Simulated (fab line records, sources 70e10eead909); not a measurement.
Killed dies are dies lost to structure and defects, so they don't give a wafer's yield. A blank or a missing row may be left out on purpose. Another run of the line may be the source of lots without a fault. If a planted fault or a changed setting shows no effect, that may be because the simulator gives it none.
Which of the tools did it? | flow nandHarc | 11 lots, 33 wafers sampled, at 3 steps of a route of 1159

WHAT THE GAUGES READ, wafer by wafer
NHARC_A_M1_CD_MEAS_09: target cd 120 nm.
lot  | measured     | on       | cdNm (nm)
L821 | day 17 22:20 | cdSem-03 | 120.0 119.9 120.5
L825 | day 18 03:44 | cdSem-03 | 120.0 119.9 119.9
L824 | day 18 07:00 | cdSem-02 | 120.1 120.1 120.6
L826 | day 18 14:49 | cdSem-02 | 121.0 120.6 120.1
L827 | day 19 05:02 | cdSem-03 | 120.0 120.9 120.4
L832 | day 20 20:56 | cdSem-02 | 113.5 114.5 113.4
L837 | day 21 18:09 | cdSem-02 | 113.6 113.8 113.6
L839 | day 22 00:13 | cdSem-03 | 119.9 120.4 120.7
L838 | day 22 15:13 | cdSem-01 | 120.9 120.4 120.3
L840 | day 22 15:22 | cdSem-01 | 120.1 120.4 120.5
L843 | day 23 18:01 | cdSem-02 | 120.7 120.5 120.3

EACH LOT AND THE TOOL THAT RAN IT (in order: tool; ch and the chambers of the sampled wafers; start)
lot  | NHARC_A_M0_DEP_32               | NHARC_A_M1_PEB_07
L821 | pecvd-03 ch 0,1, day 17 21:05   | lithoTrack-04 ch 0, day 17 22:16
L825 | pecvd-02 ch 0,2, day 18 02:35   | lithoTrack-01 ch 0, day 18 03:40
L824 | pecvd-01 ch 1,2, day 18 05:49   | lithoTrack-04 ch 0, day 18 06:55
L826 | pecvd-03 ch 0,2, day 18 13:42   | lithoTrack-04 ch 0, day 18 14:44
L827 | pecvd-03 ch 0,1,2, day 19 03:45 | lithoTrack-06 ch 0, day 19 04:57
L832 | pecvd-02 ch 0,1,2, day 20 19:45 | lithoTrack-04 ch 0, day 20 20:51
L837 | pecvd-01 ch 0,2, day 21 16:52   | lithoTrack-04 ch 0, day 21 18:04
L839 | pecvd-01 ch 0,2, day 21 23:05   | lithoTrack-01 ch 0, day 22 00:08
L838 | pecvd-01 ch 1,2, day 22 13:59   | lithoTrack-01 ch 0, day 22 15:08
L840 | pecvd-03 ch 0,1,2, day 22 14:07 | lithoTrack-06 ch 0, day 22 15:17
L843 | pecvd-03 ch 0,1,2, day 23 16:44 | lithoTrack-01 ch 0, day 23 17:56
- NHARC_A_M0_DEP_32: deposits SiCN, target thk 30 nm.
- NHARC_A_M1_PEB_07: peb time 65 s.

THE ANSWER, worked out from the rows above alone
Rule: the lots themselves supply what counts as usual. Put in order of their means at a reading, lots are off if they are a third of the lots or fewer, leave a main group of 4 or more, and stand apart from it by a gap of 3 or more times the standard deviation of the main group's means; of several such gaps the widest counts. Not used: any main group whose means are identical at the precision the tables above print for the reading. A lot without any number at a reading at which 4 lots or more have one is off too. The other lots that the step has rows for count as sound.
Off: L832, L837, at NHARC_A_M1_CD_MEAS_09 (cdNm). Main group: mean 120.3 nm, sd 0.19.
A tool fits if, at a process step before that reading, it ran every lot that is off, and no sound lot after the first of them. The gauges at NHARC_A_M1_CD_MEAS_09 are tried like those tools. One candidate fits, namely lithoTrack-04 at NHARC_A_M1_PEB_07. Its last sound lot is L826 (day 18 14:44), its first lot that is off L832 (day 20 20:51): a fault that began between those two fits.

WHAT THE SIMULATOR HAD INSERTED
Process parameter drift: lithoTrack-04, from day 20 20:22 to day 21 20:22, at NHARC_A_M1_PEB_07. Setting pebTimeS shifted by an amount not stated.
Shown lots that were struck: L832, L837. The same result came from the rule above.
